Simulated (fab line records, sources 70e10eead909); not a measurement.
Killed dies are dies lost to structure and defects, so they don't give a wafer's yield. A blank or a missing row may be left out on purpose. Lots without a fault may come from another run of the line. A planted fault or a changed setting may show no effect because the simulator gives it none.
Which tool did it? | flow nand_harc | 12 lots, 36 wafers sampled, at 6 steps of a route of 1159

WHAT THE GAUGES READ, wafer by wafer
NHARC_P_BONDPAD_CD_MEAS_13.
lot  | measured     | on        | cd_nm (nm)
L646 | day 6 09:34  | cd_sem-02 | 500.1 495.9 499.7
L647 | day 6 23:47  | cd_sem-02 | 503.2 503.3 501.8
L648 | day 7 01:46  | cd_sem-02 | 496.7 499.8 498.9
L649 | day 7 01:47  | cd_sem-01 | 495.9 493.9 500.1
L656 | day 8 14:52  | cd_sem-02 | 499.7 503.9 500.6
L655 | day 8 18:41  | cd_sem-01 | 497.3 495.8 499.7
L660 | day 10 02:56 | cd_sem-03 | 496.5 493.4 495.1
L663 | day 10 14:38 | cd_sem-01 | 496.7 504.2 497.9
L664 | day 10 21:03 | cd_sem-02 | 497.8 500.1 498.9
L665 | day 11 04:06 | cd_sem-03 | 501.3 501.2 501.8
L667 | day 11 15:05 | cd_sem-03 | 502.5 499.7 500.0
L669 | day 12 04:25 | cd_sem-03 | 497.3 496.1 498.1

NHARC_A_ONON_D1_THK_MEAS_14: measures by ellipsometry.
lot  | measured     | on            | thk_nm (nm)
L646 | day 7 14:52  | film_metro-02 | 992 993 991
L647 | day 8 07:10  | film_metro-01 | 994 994 995
L648 | day 8 07:11  | film_metro-01 | 1001 1003 1002
L649 | day 8 07:11  | film_metro-02 | 992 994 992
L656 | day 9 19:06  | film_metro-01 | 574 574 576 573 576 575
L655 | day 10 01:57 | film_metro-01 | 576 575 576 575 576 576
L660 | day 11 08:48 | film_metro-02 | 988 988 986
L663 | day 11 21:10 | film_metro-02 | 1007 1006 1007
L664 | day 12 01:35 | film_metro-02 | 1013 1012 1010
L665 | day 12 07:16 | film_metro-01 | 1005 1005 1006
L667 | day 12 20:03 | film_metro-01 | 1023 1026 1022
L669 | day 13 11:32 | film_metro-02 | 984 984 984

NHARC_END_SORT_01.
lot  | measured     | on        | killed_at_array | killed_at_other | killed_at_periphery | killed_dies | killed_open | killed_short
L656 | day 21 05:54 | prober-02 | 675 674 668     | 0 0 1           | 2 3 8               | 677 677 677 | 5 3 4       | 2 2 2
L655 | day 21 16:19 | prober-01 | 671 676 673     | 2 1 2           | 4 0 2               | 677 677 677 | 7 4 1       | 2 2 0

WHICH TOOL RAN EACH LOT (tool, then ch and the chambers of the sampled wafers, then the start)
lot  | NHARC_P_BONDPAD_ETCH_12                       | NHARC_A_ZERO_WELL_RTA_16         | NHARC_A_ONON_D1_DEP_12
L646 | rie_diel-04 ch 2,3, day 6 09:34 or earlier    | rtp_anneal-02 ch 0, day 6 14:26  | pecvd_onon-02 ch 0, day 7 14:25
L647 | rie_diel-04 ch 1,2,3, day 6 23:47 or earlier  | rtp_anneal-02 ch 0, day 7 04:47  | pecvd_onon-02 ch 0, day 8 06:43
L648 | rie_diel-12 ch 1,2,3, day 7 01:46 or earlier  | rtp_anneal-01 ch 0, day 7 06:43  | pecvd_onon-04 ch 0, day 8 06:40
L649 | rie_diel-04 ch 1,3, day 7 01:47 or earlier    | rtp_anneal-02 ch 0, day 7 07:13  | pecvd_onon-03 ch 0, day 8 06:44
L656 | rie_diel-04 ch 1,2,3, day 8 14:52 or earlier  | rtp_anneal-01 ch 0, day 8 19:47  | pecvd_onon-02 ch 0, day 9 18:42
L655 | rie_diel-04 ch 0,1,3, day 8 18:41 or earlier  | rtp_anneal-01 ch 0, day 8 23:31  | pecvd_onon-02 ch 0, day 10 01:26
L660 | rie_diel-01 ch 0,1,3, day 10 02:56 or earlier | rtp_anneal-01 ch 0, day 10 08:00 | pecvd_onon-03 ch 0, day 11 08:21
L663 | rie_diel-04 ch 0,1,2, day 10 14:38 or earlier | rtp_anneal-01 ch 0, day 10 19:32 | pecvd_onon-04 ch 0, day 11 20:49
L664 | rie_diel-01 ch 1,2,3, day 10 21:03 or earlier | rtp_anneal-02 ch 0, day 11 02:04 | pecvd_onon-03 ch 0, day 12 01:11
L665 | rie_diel-04 ch 0,1, day 11 04:06 or earlier   | rtp_anneal-02 ch 0, day 11 08:49 | pecvd_onon-04 ch 0, day 12 06:46
L667 | rie_diel-04 ch 0,1,2, day 11 15:05 or earlier | rtp_anneal-01 ch 0, day 11 19:47 | pecvd_onon-04 ch 0, day 12 19:32
L669 | rie_diel-04 ch 0,2,3, day 12 04:25 or earlier | rtp_anneal-02 ch 0, day 12 09:44 | pecvd_onon-04 ch 0, day 13 11:02
- NHARC_P_BONDPAD_ETCH_12: etches the open film in CHF3/O2, target depth 200 nm, time 100 s.
- NHARC_A_ZERO_WELL_RTA_16: time 10 s.
- NHARC_A_ONON_D1_DEP_12: target thk 1000 nm.

WHAT THE TOOLS THEMSELVES READ (means of the sampled wafers that have a number; where no wafer has one, the mark that the record gives instead)
NHARC_P_BONDPAD_ETCH_12.
lot  | tool        | bias_w (W) | drypump_motor_current_A (A) | oes_product_au (a.u.) | rf_vpp_V (V) | showerhead_plenum_p_Torr (Torr) | throttle_valve_pct (%)
L646 | rie_diel-04 | 200.0      | 5.3                         | 0.957                 | 369.1        | 2.35                            | 20.580
L647 | rie_diel-04 | 200.7      | 5.5                         | 0.951                 | 370.8        | 2.38                            | 20.568
L648 | rie_diel-12 | 200.0      | 6.1                         | 0.925                 | 368.3        | 2.29                            | 20.576
L649 | rie_diel-04 | 199.9      | 5.9                         | 0.904                 | 370.7        | 2.43                            | 20.573
L656 | rie_diel-04 | 199.9      | 5.5                         | 0.907                 | 370.3        | 2.38                            | 20.567
L655 | rie_diel-04 | 200.1      | 5.7                         | 0.947                 | 371.7        | 2.44                            | 20.585
L660 | rie_diel-01 | 200.0      | 5.8                         | 0.918                 | 368.4        | 2.30                            | 20.580
L663 | rie_diel-04 | 199.3      | 5.4                         | 0.910                 | 371.3        | 2.42                            | 20.578
L664 | rie_diel-01 | 199.8      | 5.9                         | 0.947                 | 368.2        | 2.29                            | 20.566
L665 | rie_diel-04 | 200.0      | 5.7                         | 0.912                 | 372.0        | 2.48                            | 20.568
L667 | rie_diel-04 | 200.3      | 5.4                         | 0.905                 | 371.2        | 2.42                            | 20.571
L669 | rie_diel-04 | 199.8      | 5.3                         | 0.914                 | 370.7        | 2.38                            | 20.567

NHARC_A_ZERO_WELL_RTA_16.
lot  | tool          | lamp_power_pct (%) | wafer_temp_C_max
L646 | rtp_anneal-02 | 38.0               | 1003.3
L647 | rtp_anneal-02 | 37.9               | 1002.9
L648 | rtp_anneal-01 | 35.0               | 1007.3
L649 | rtp_anneal-02 | 37.9               | 1003.7
L656 | rtp_anneal-01 | 35.0               | 1006.4
L655 | rtp_anneal-01 | 34.9               | 1005.5
L660 | rtp_anneal-01 | 35.0               | 1006.4
L663 | rtp_anneal-01 | 35.0               | 1006.0
L664 | rtp_anneal-02 | 38.0               | 1003.5
L665 | rtp_anneal-02 | 38.0               | 1003.3
L667 | rtp_anneal-01 | 34.9               | 1006.3
L669 | rtp_anneal-02 | 38.0               | 1003.8

NHARC_A_ONON_D1_DEP_12.
lot  | tool          | n2o_flow_sccm (sccm)
L646 | pecvd_onon-02 | 1998
L647 | pecvd_onon-02 | 1997
L648 | pecvd_onon-04 | 1990
L649 | pecvd_onon-03 | 1994
L656 | pecvd_onon-02 | 2005
L655 | pecvd_onon-02 | 2000
L660 | pecvd_onon-03 | 1999
L663 | pecvd_onon-04 | 1989
L664 | pecvd_onon-03 | 2000
L665 | pecvd_onon-04 | 2001
L667 | pecvd_onon-04 | 2000
L669 | pecvd_onon-04 | 2000

THE ANSWER, worked out from the rows above alone
Rule: what is usual is taken from the lots themselves. Put in order of their means at a reading, lots are off if they are a third of the lots or fewer, leave a main group of 4 or more, and stand apart from it by a gap of 3 or more times the standard deviation of the main group's means; of several such gaps the widest counts. A main group whose means are all the same, to the digits that the tables above print for the reading, isn't used. A lot without any number at a reading at which 4 lots or more have one is off too. The other lots that the step has rows for count as sound. The gauges are gone through in route order, then the tools' own readings, and for those a lot's mean is taken as printed above. The first step at which some lot is off is used, and at that step the reading that is off furthest; a lot without a number counts as furthest.
Off: L656, L655, at NHARC_A_ONON_D1_THK_MEAS_14 (thk_nm). The main group: mean 1000 nm, standard deviation 12.
A tool fits if, at a process step before that reading, it ran every lot that is off, and no sound lot after the first of them. The gauges at NHARC_A_ONON_D1_THK_MEAS_14 are tried like those tools. NHARC_P_BONDPAD_ETCH_12 gives no start for some lots, so the hours and the order of its lots are those of NHARC_P_BONDPAD_CD_MEAS_13. One fits: pecvd_onon-02 at NHARC_A_ONON_D1_DEP_12. Its last sound lot is L647 (day 8 06:43), its first lot that is off L656 (day 9 18:42): a fault that began between those two fits.

WHAT THE SIMULATOR HAD PUT IN
Process parameter drift: pecvd_onon-02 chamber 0, from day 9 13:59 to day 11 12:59, at NHARC_A_ONON_D1_DEP_12. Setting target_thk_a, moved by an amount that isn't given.
Lots struck among those shown: L656, L655. The rule above found the same.
